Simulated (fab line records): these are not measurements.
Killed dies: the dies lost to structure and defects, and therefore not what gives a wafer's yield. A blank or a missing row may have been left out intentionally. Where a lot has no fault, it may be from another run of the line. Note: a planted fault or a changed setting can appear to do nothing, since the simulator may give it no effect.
Matching of chambers	flow n5 finfet	N5_BEOL_M1_STRIP_66 on rie diel-02: 4 sister chambers
The step strips in CF4. 16 wafers are shown with their chamber, then 8 later ones without.

== WAFERS PAIRED WITH THEIR CHAMBERS ==
wafer	chamber	drypump motor current A (A)	throttle valve pct (%)	oes product au (a.u.)
L075.1	3	5.9	13.67	0.71
L075.3	2	4.9	13.50	0.74
L075.5	2	5.0	13.47	0.74
L076.1	1	6.1	13.65	0.72
L076.2	0	5.7	13.56	0.73
L076.5	2	4.9	13.51	0.73
L078.3	0	5.7	13.56	0.73
L078.5	2	4.9	13.51	0.73
L078.6	1	6.2	13.67	0.72
L079.1	3	5.9	13.71	0.71
L079.4	0	5.7	13.57	0.72
L079.6	3	5.9	13.70	0.71
L081.1	0	5.7	13.58	0.72
L081.2	2	4.9	13.52	0.73
L081.3	3	5.9	13.71	0.70
L085.1	2	5.0	13.53	0.72

SIGNATURES, as means of the wafers listed above
reading	chamber 0	chamber 1	chamber 2	chamber 3	scatter within a chamber
drypump motor current A	5.700	6.150	4.933	5.900	0.0391
throttle valve pct	13.5675	13.6600	13.5067	13.6975	0.0175
oes product au	0.7250	0.7200	0.7317	0.7075	0.00618
Rule: a wafer lies at a distance from a chamber equal to the root of the sum of squares, over the readings, of (its reading less the chamber's mean, divided by the reading's scatter). If the next closest chamber is less than 2 further off than the closest, the wafer can't be placed; otherwise it belongs to the closest. The scatter: the root of (the sum of the squares of (reading less its chamber's mean) over the shown wafers, divided by (wafers less chambers)).

== WAFERS WITHOUT THEIR CHAMBER ==
wafer	drypump motor current A (A)	throttle valve pct (%)	oes product au (a.u.)
L085.2	5.7	13.62	0.72
L085.5	6.2	13.68	0.71
L086.1	6.2	13.68	0.71
L086.3	4.9	13.54	0.71
L086.4	5.7	13.62	0.73
L096.2	4.9	13.57	0.71
L096.4	5.7	13.65	0.70
L096.6	5.9	13.74	0.69

== EACH ONE'S CHAMBER ==
wafer	from the rows above	in truth
L085.2	0	0
L085.5	1	1
L086.1	1	1
L086.3	2	2
L086.4	0	0
L096.2	2	2
L096.4	can't be placed: 3 or 0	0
L096.6	3	3
Correctly placed: 7 of 8. These rows do not allow placing 1 (true chamber among the candidates in 1). 0 placed wrongly.
